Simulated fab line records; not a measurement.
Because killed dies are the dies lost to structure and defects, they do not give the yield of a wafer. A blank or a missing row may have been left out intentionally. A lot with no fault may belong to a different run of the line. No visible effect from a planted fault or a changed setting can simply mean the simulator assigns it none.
Which tool did it? -- flow n5 finfet -- Sampling: 11 lots, 29 wafers, 5 of 1938 route steps

## WHAT THE GAUGES READ, wafer by wafer
N5_BEOL_M1_THK_MEAS_01.
lot,measured,on,M1_ILD_THK (nm)
L264,day 6 01:19,film metro-01,80.1 77.1 79.2
L267,day 6 21:40,film metro-02,77.8 79.0 79.9
L269,day 7 07:08,film metro-01,78.0 79.7 79.7
L270,day 7 18:42,film metro-02,78.7 79.2 78.4
L273,day 8 04:18,film metro-01,80.5 79.8 80.8
L274,day 8 13:38,film metro-02,79.0 79.8 78.1
L275,day 8 19:04,film metro-01,78.3 79.0 79.7
L280,day 9 19:50,film metro-01,127.2
L281,day 10 01:40,film metro-01,126.8
L283,day 10 16:55,film metro-01,79.3 78.3 79.4
L284,day 10 20:13,film metro-02,77.2 79.4 79.3

## WHICH TOOL RAN EACH LOT (tool, then ch and the chambers of the sampled wafers, then the start)
lot,N5_BEOL_M0_PRE_CLEAN_113,N5_BEOL_M0_SPUTTER_132,N5_BEOL_M0_ANNEAL_119,N5_BEOL_M1_ILD_DEP_00
L264,"pvd sputter-01, day 5 21:11","pvd sputter-02, day 5 23:53","rtp anneal-01 ch 0, day 6 00:22","pecvd-02 ch 0,2, day 6 01:14"
L267,"pvd sputter-02, day 6 17:09","pvd sputter-02, day 6 19:40","rtp anneal-01 ch 0, day 6 20:12","pecvd-01 ch 1,2, day 6 21:35"
L269,"pvd sputter-03, day 7 04:59","pvd sputter-01, day 7 05:43","rtp anneal-02 ch 0, day 7 06:12","pecvd-01 ch 0,1, day 7 07:04"
L270,"pvd sputter-02, day 7 16:29","pvd sputter-02, day 7 17:07","rtp anneal-01 ch 0, day 7 17:50","pecvd-02 ch 0,1, day 7 18:38"
L273,"pvd sputter-03, day 8 02:11","pvd sputter-03, day 8 02:52","rtp anneal-01 ch 0, day 8 03:19","pecvd-02 ch 0,1,2, day 8 04:14"
L274,"pvd sputter-03, day 8 11:09","pvd sputter-02, day 8 12:09","rtp anneal-02 ch 0, day 8 12:44","pecvd-01 ch 0,1,2, day 8 13:34"
L275,"pvd sputter-01, day 8 16:17","pvd sputter-03, day 8 17:13","rtp anneal-02 ch 0, day 8 18:02","pecvd-01 ch 0,1, day 8 18:59"
L280,"pvd sputter-01, day 9 15:43","pvd sputter-01, day 9 18:02","rtp anneal-01 ch 0, day 9 18:36","pecvd-01 ch 0, day 9 19:46"
L281,"pvd sputter-02, day 9 23:08","pvd sputter-02, day 9 23:43","rtp anneal-01 ch 0, day 10 00:43","pecvd-01 ch 0, day 10 01:36"
L283,"pvd sputter-02, day 10 14:27","pvd sputter-02, day 10 15:23","rtp anneal-01 ch 0, day 10 15:53","pecvd-03 ch 0,1,2, day 10 16:50"
L284,"pvd sputter-02, day 10 16:37","pvd sputter-03, day 10 18:46","rtp anneal-01 ch 0, day 10 19:14","pecvd-02 ch 0,1,2, day 10 20:08"
- N5_BEOL_M0_PRE_CLEAN_113: time 30 s.
- N5_BEOL_M0_SPUTTER_132: material Cu, target thk 4 nm, time 7.37 s.
- N5_BEOL_M0_ANNEAL_119: time 90 s.
- N5_BEOL_M1_ILD_DEP_00: deposits SiOC from DEMS/O2, target thk 79 nm, time 15.3 s.

## THE ANSWER, worked out from the rows above alone
Rule: what is usual is taken from the lots themselves. The widest of any qualifying gaps counts: lots, ordered by their means at a reading, are off when they make up no more than a third of the lots, leave a main group of 4 or more, and stand apart from it by 3 or more times the standard deviation of that group's means. The tables above print the reading to a certain number of digits; a main group whose means all agree to those digits is not used. Also off: a lot with no number at a reading for which 4 or more lots have one. Any other lot the step has rows for is counted as sound.
Off: at N5_BEOL_M1_THK_MEAS_01 (M1_ILD_THK), L280, L281. Main group: mean 79.1 nm, sd 0.48.
A tool fits if, at a process step before that reading, it ran every lot that is off, and no sound lot after the first of them. Gauges at N5_BEOL_M1_THK_MEAS_01: tried the same way as those tools. One fits: N5_BEOL_M1_ILD_DEP_00 on pecvd-01. A fault onset in the window from L275 (day 8 18:59, its last sound lot) to L280 (day 9 19:46, its first lot off) fits.

## WHAT HAD BEEN PUT IN BY THE SIMULATOR
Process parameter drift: pecvd-01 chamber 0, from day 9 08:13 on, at N5_BEOL_M1_ILD_DEP_00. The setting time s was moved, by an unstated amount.
Shown lots that were struck: L280, L281. The rule above reached the same finding.
